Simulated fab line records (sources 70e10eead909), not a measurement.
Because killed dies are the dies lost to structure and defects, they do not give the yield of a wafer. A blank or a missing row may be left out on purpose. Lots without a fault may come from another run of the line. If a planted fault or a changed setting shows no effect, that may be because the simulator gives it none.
Chamber matching    flow nandHarc    NHARC_A_STAIRCASE_CMP_472 on cmp-04: 4 sister chambers
The step polishes SiO2. 16 wafers are shown with their chamber, then 8 later ones without.

WAFERS PAIRED WITH THEIR CHAMBERS
wafer   chamber  motorCurrentA (A)
L075.2  0        10.9
L075.3  1        10.7
L075.5  0        11.0
L081.2  1        11.5
L081.3  3        12.0
L081.5  1        10.5
L084.4  3        12.5
L084.5  1        11.3
L084.6  2        10.5
L087.2  2        10.7
L087.5  0        10.4
L087.6  3        12.1
L089.1  2        10.4
L089.2  1        10.7
L089.5  0        10.3
L092.1  3        12.2

SIGNATURES, as means of the wafers listed above
reading        chamber 0  chamber 1  chamber 2  chamber 3  scatter within a chamber
motorCurrentA  10.650     10.940     10.533     12.200     0.33
Rule: a wafer's distance from a chamber is the root of the sum, over the readings, of the square of ((its reading less the chamber's mean) divided by the reading's scatter). The wafer belongs to the nearest chamber; if the next one is less than 2 further off, it can't be placed. The scatter: take each reading less its chamber's mean, square it, sum over the shown wafers, divide by the number of wafers less the number of chambers, and take the root.

WAFERS WHOSE CHAMBER IS MISSING
wafer   motorCurrentA (A)
L092.2  10.7
L092.3  10.5
L092.4  10.3
L092.5  12.0
L092.6  9.9
L096.2  10.3
L096.3  10.1
L096.4  11.0

CHAMBER TAKEN BY EACH
wafer   from the rows above           in truth
L092.2  can't be placed: 0 or 2 or 1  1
L092.3  can't be placed: 2 or 0 or 1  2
L092.4  can't be placed: 2 or 0 or 1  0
L092.5  3                             3
L092.6  can't be placed: 2 or 0 or 1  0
L096.2  can't be placed: 2 or 0 or 1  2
L096.3  can't be placed: 2 or 0 or 1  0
L096.4  can't be placed: 1 or 0 or 2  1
Correct placement for 1 of the 8. Not placeable from these rows: 7 (in 7, the candidates include the true chamber). Wrongly placed: 0.
